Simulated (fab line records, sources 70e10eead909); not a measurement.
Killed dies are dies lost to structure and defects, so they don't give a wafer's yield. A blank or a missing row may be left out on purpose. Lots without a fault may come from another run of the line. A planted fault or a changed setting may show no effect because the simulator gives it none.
Chamber matching | flow nand_harc | NHARC_A_STAIRCASE_DESCUM_168 on rie_diel-01: 4 sister chambers
The step chemistry O2, time 3 s. 18 wafers are shown with their chamber, then 9 later ones without.

WAFERS WITH THEIR CHAMBER
wafer  | chamber | drypump_motor_current_A (A) | showerhead_plenum_p_Torr (Torr) | oes_product_au (a.u.)
L076.1 | 2       | 6.2                         | 1.83                            | 0.990
L076.2 | 3       | 5.2                         | 1.79                            | 0.997
L076.6 | 0       | 6.1                         | 1.97                            | 0.978
L078.1 | 0       | 6.1                         | 1.97                            | 0.984
L078.3 | 1       | 5.8                         | 1.86                            | 0.988
L078.4 | 3       | 5.2                         | 1.79                            | 0.998
L074.1 | 1       | 5.8                         | 1.86                            | 0.997
L074.2 | 3       | 5.2                         | 1.79                            | 1.008
L074.5 | 2       | 6.2                         | 1.83                            | 1.004
L083.1 | 2       | 6.2                         | 1.83                            | 1.004
L083.2 | 1       | 5.8                         | 1.85                            | 0.992
L083.6 | 2       | 6.2                         | 1.83                            | 1.005
L085.1 | 2       | 6.2                         | 1.83                            | 1.001
L085.2 | 0       | 6.1                         | 1.96                            | 0.985
L085.3 | 1       | 5.8                         | 1.85                            | 0.978
L087.2 | 1       | 5.8                         | 1.85                            | 0.986
L087.4 | 3       | 5.2                         | 1.78                            | 0.982
L087.5 | 3       | 5.3                         | 1.78                            | 0.990

SIGNATURES (means of the wafers above)
reading                  | chamber 0 | chamber 1 | chamber 2 | chamber 3 | scatter within a chamber
drypump_motor_current_A  | 6.100     | 5.800     | 6.200     | 5.220     | 0.0239
showerhead_plenum_p_Torr | 1.9667    | 1.8540    | 1.8300    | 1.7860    | 0.00468
oes_product_au           | 0.98233   | 0.98820   | 1.00080   | 0.99500   | 0.00737
Rule: a wafer's distance from a chamber is the root of the sum, over the readings, of the square of ((its reading less the chamber's mean) divided by the reading's scatter). The wafer belongs to the nearest chamber; if the next one is less than 2 further off, it can't be placed. The scatter: the root of (the sum of the squares of (reading less its chamber's mean) over the shown wafers, divided by (wafers less chambers)).

WAFERS WITHOUT THEIR CHAMBER
wafer  | drypump_motor_current_A (A) | showerhead_plenum_p_Torr (Torr) | oes_product_au (a.u.)
L088.1 | 5.2                         | 1.78                            | 1.000
L088.2 | 5.8                         | 1.85                            | 0.999
L088.5 | 6.1                         | 1.96                            | 0.993
L093.3 | 5.2                         | 1.78                            | 0.999
L093.4 | 6.2                         | 1.82                            | 0.988
L093.6 | 6.2                         | 1.82                            | 0.997
L097.2 | 5.2                         | 1.77                            | 0.987
L097.4 | 6.1                         | 1.96                            | 0.984
L097.6 | 6.1                         | 1.96                            | 0.991

WHICH CHAMBER EACH WENT THROUGH
wafer  | from the rows above | in truth
L088.1 | 3                   | 3
L088.2 | 1                   | 1
L088.5 | 0                   | 0
L093.3 | 3                   | 3
L093.4 | 2                   | 2
L093.6 | 2                   | 2
L097.2 | 3                   | 3
L097.4 | 0                   | 0
L097.6 | 0                   | 0
Placed correctly: 9 of 9. Can't be placed from these rows: 0. Placed wrongly: 0.
